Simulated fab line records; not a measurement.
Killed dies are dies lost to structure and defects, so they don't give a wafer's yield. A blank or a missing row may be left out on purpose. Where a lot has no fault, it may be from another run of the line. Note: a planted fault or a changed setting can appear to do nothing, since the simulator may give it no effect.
A struck lot beside a sound one || flow n5 finfet || 16 out of 1938 route steps
Sound: these wafers, L471.2, L471.4. Struck: wafer L477.6. (L477.2, L477.5 of the same lot were not struck and are left out.) The cause comes at the end.
Per side, at each step with rows, come the tool, then ch with its chambers, and then its first start. Under that, the readings that differ: sound wafers || struck wafers || difference of the means || sigmas: that difference in standard deviations of wafers without a fault.
alike: words and numbers the same on both sides, and readings whose means are apart by under 2 such deviations; not compared: readings that were withheld, readings missing a value for some wafer, numbers with overlapping values and no deviation given by the record, and bounds like >300 which may hide the same value.
A row with sigmas, a row that says differs or no value, or rows on one side alone: a step with any of these is where the two part. When numbers do not overlap yet have no deviation, they are printed without sigmas and do not part them. A reading missing from all wafers of one side parts the sides only when that side holds two or more wafers.

first, 5 steps without rows for these wafers: N5_BEOL_M0_CUTY_EBR_52; N5_BEOL_M0_CUTY_SOFTBAKE_53 (time 60 s); N5_BEOL_M0_CUTY_EXPOSE_54 (exposes mask M0 ABLK); N5_BEOL_M0_CUTY_PEB_55 (peb time 60 s); N5_BEOL_M0_CUTY_DEVELOP_56 (develop time 30 s).
N5_BEOL_M0_CUTY_CD_MEAS_57: target cd 200 nm.
  sound on cd sem-02 ch 0, day 9 08:57; struck on cd sem-02 ch 0, day 10 17:04
  alike: cd nm
N5_BEOL_M0_CUTY_OVL_MEAS_58:
  sound on overlay-01 ch 0, day 9 08:59; struck on overlay-01 ch 0, day 10 17:06
  alike: M0_ABLK_OVL
N5_BEOL_M0_CUTY_INSPECT_59: inspects for defects (macro).
  sound on defect inspect-01, day 9 09:00; struck on defect inspect-02, day 10 17:07
  alike: raw defect count
N5_BEOL_M0_CUTY_DESCUM_61: chemistry O2, time 7.9 s.
  sound on rie diel-05 ch 2,3, day 9 09:02; struck on rie diel-04 ch 1, day 10 17:09
{"reading": "throttle valve pct (%)", "sound": "20.91 20.73", "struck": 20.44, "difference": -0.38, "sigmas": -2}
  alike: drypump motor current A, oes product au, rf vpp V, showerhead plenum p Torr
  not compared: rf hours counter h
N5_BEOL_M0_CUTY_ETCH_62: etches SiARC in CF4, time 58.5 s.
  sound on rie diel-05 ch 2,3, day 9 09:04; struck on rie diel-04 ch 1, day 10 17:11
  alike: drypump motor current A, etch rf on time s, oes product au, rf vpp V, showerhead plenum p Torr, throttle valve pct
  not compared: rf hours counter h
N5_BEOL_M0_CUTY_ETCH_63: etches SOC in N2/H2, target depth 82.7 nm, overetch 16.5 nm, time 124 s.
  sound on rie diel-05 ch 2,3, day 9 09:07; struck on rie diel-04 ch 1, day 10 17:14
  alike: drypump motor current A, oes product au, rf vpp V, showerhead plenum p Torr, throttle valve pct
  not compared: rf hours counter h
then, 1 step without rows for these wafers: N5_BEOL_M0_CUTY_STRIP_64 (strips in N2/H2).
N5_BEOL_M0_ETCH_138: etches SiCN in CH3F/O2, target depth 12 nm, time 31.6 s.
  sound on rie diel-05 ch 2,3, day 9 09:14; struck on rie diel-04 ch 1, day 10 17:22
{"reading": "etch rf on time s (s)", "sound": "28.5 31.4", "struck": 18.5, "difference": -11.4, "sigmas": -10}
{"reading": "oes product au (a.u.)", "sound": "0.59 0.63", "struck": 0.92, "difference": "+0.31", "sigmas": "+4"}
  alike: CH3F_flow_sccm, drypump motor current A, rf vpp V, showerhead plenum p Torr, throttle valve pct
  not compared: rf hours counter h
N5_BEOL_M0_HM_OPEN_105: chemistry Cl2/BCl3, target TiN, target depth 12 nm.
  sound on rie metal-03 ch 0, day 9 11:17; struck on rie metal-01 ch 1, day 10 17:31
  alike: drypump motor current A, oes product au, throttle valve pct
  not compared: rf hours counter h
N5_BEOL_M4_RC_MEAS_101:
  sound on prober-01 ch 0, day 11 03:04; struck on prober-01 ch 0, day 12 09:49
  alike: DIBL_N, DIBL_P, IOFF_N, IOFF_P, ION_N, ION_P, SS_N, SS_P, VT_N, VT_P
-- record jumps: 4 days separate the struck wafers' starts on either side; left off in module BEOL_M4, taken up again in module PASSIVATION, whose first shown step is the route's number 1936 --
N5_PASSIVATION_PROBE_49:
  only the struck wafers here have rows in the record (prober-01, day 16 19:25); the sound ones have none

## WHERE THEY PART
Last at N5_PASSIVATION_PROBE_49 as far as this record goes, first at N5_BEOL_M0_CUTY_DESCUM_61.

WHY: whatever the simulator had introduced
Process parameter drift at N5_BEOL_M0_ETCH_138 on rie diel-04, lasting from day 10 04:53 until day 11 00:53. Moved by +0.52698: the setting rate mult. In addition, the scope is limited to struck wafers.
